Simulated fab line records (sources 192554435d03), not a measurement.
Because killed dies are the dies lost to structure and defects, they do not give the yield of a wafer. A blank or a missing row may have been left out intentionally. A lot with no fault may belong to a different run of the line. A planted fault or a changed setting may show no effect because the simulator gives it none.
Matching of chambers -- flow n5_finfet -- N5_BEOL_M3_ETCH_74 on rie_diel-02 has 4 sister chambers
The step etches underlayer in N2/H2, target depth 6.5 nm, time 5.2 s. 4 wafers are shown with their chamber, then 9 later ones without.

WAFERS, EACH WITH ITS CHAMBER
wafer,chamber,showerhead_plenum_p_Torr (Torr)
L079.4,2,2.60
L083.1,1,2.54
L083.2,0,2.39
L083.4,3,2.60

WAFERS WHOSE CHAMBER IS MISSING
wafer,showerhead_plenum_p_Torr (Torr)
L084.1,2.54
L084.2,2.59
L084.6,2.39
L087.1,2.53
L087.3,2.59
L087.6,2.39
L092.3,2.39
L092.4,2.59
L092.6,2.59

WHICH CHAMBER EACH WENT THROUGH
wafer,from the rows above,in truth
L084.1,1,1
L084.2,can't be placed: 2 or 3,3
L084.6,0,0
L087.1,1,1
L087.3,can't be placed: 2 or 3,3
L087.6,0,0
L092.3,0,0
L092.4,can't be placed: 2 or 3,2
L092.6,can't be placed: 2 or 3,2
Correctly placed: 5 of 9. Cannot be placed on the basis of these rows: 4; the candidates contain the true chamber in 4. Wrongly placed: 0.
How it was worked out, from the rows above alone: a wafer's distance from a chamber is the root of the sum, over the readings, of the square of ((its reading less the chamber's mean) divided by the reading's scatter). The wafer belongs to the nearest chamber; if the next one is less than 2 further off, it can't be placed. For every chamber, the mean is computed from those of its wafers that are shown. The scatter: with one shown wafer a chamber, the root of the mean of the squares of how far each hidden wafer lies from its nearest shown one.
